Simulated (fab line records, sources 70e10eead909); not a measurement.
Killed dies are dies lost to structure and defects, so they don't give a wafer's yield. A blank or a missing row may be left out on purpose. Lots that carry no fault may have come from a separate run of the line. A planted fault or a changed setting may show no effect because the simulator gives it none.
Chamber matching    flow nand harc    4 sister chambers for NHARC_P_M0_ETCH_34 on rie diel-05
The step etches the open film in N2/H2, target depth 40 nm, overetch 12 nm, time 43.94 s. 4 wafers are shown with their chamber, then 9 later ones without.

WAFERS PAIRED WITH THEIR CHAMBERS
wafer   chamber  showerhead plenum p Torr (Torr)
L174.3  2        2.05
L175.3  0        2.01
L177.4  1        2.16
L177.5  3        1.98

WAFERS WITHOUT THEIR CHAMBER
wafer   showerhead plenum p Torr (Torr)
L179.2  2.05
L179.3  2.16
L179.5  1.97
L180.3  2.16
L180.4  2.05
L180.5  2.01
L182.2  2.04
L182.4  2.16
L182.6  1.97

WHICH CHAMBER EACH ONE RAN IN
wafer   from the rows above  in truth
L179.2  2                    2
L179.3  1                    1
L179.5  3                    3
L180.3  1                    1
L180.4  2                    2
L180.5  0                    0
L182.2  2                    2
L182.4  1                    1
L182.6  3                    3
Correctly placed: 9 of 9. Can't be placed from these rows: 0. Wrongly placed: 0.
How it was worked out, from the rows above alone: a wafer's distance from a chamber is the root of the sum, over the readings, of the square of ((its reading less the chamber's mean) divided by the reading's scatter). If the next closest chamber is less than 2 further off than the closest, the wafer can't be placed; otherwise it belongs to the closest. Each chamber's mean is taken over the wafers shown for it. The scatter: with one shown wafer a chamber, the root of the mean of the squares of how far each hidden wafer lies from its nearest shown one.
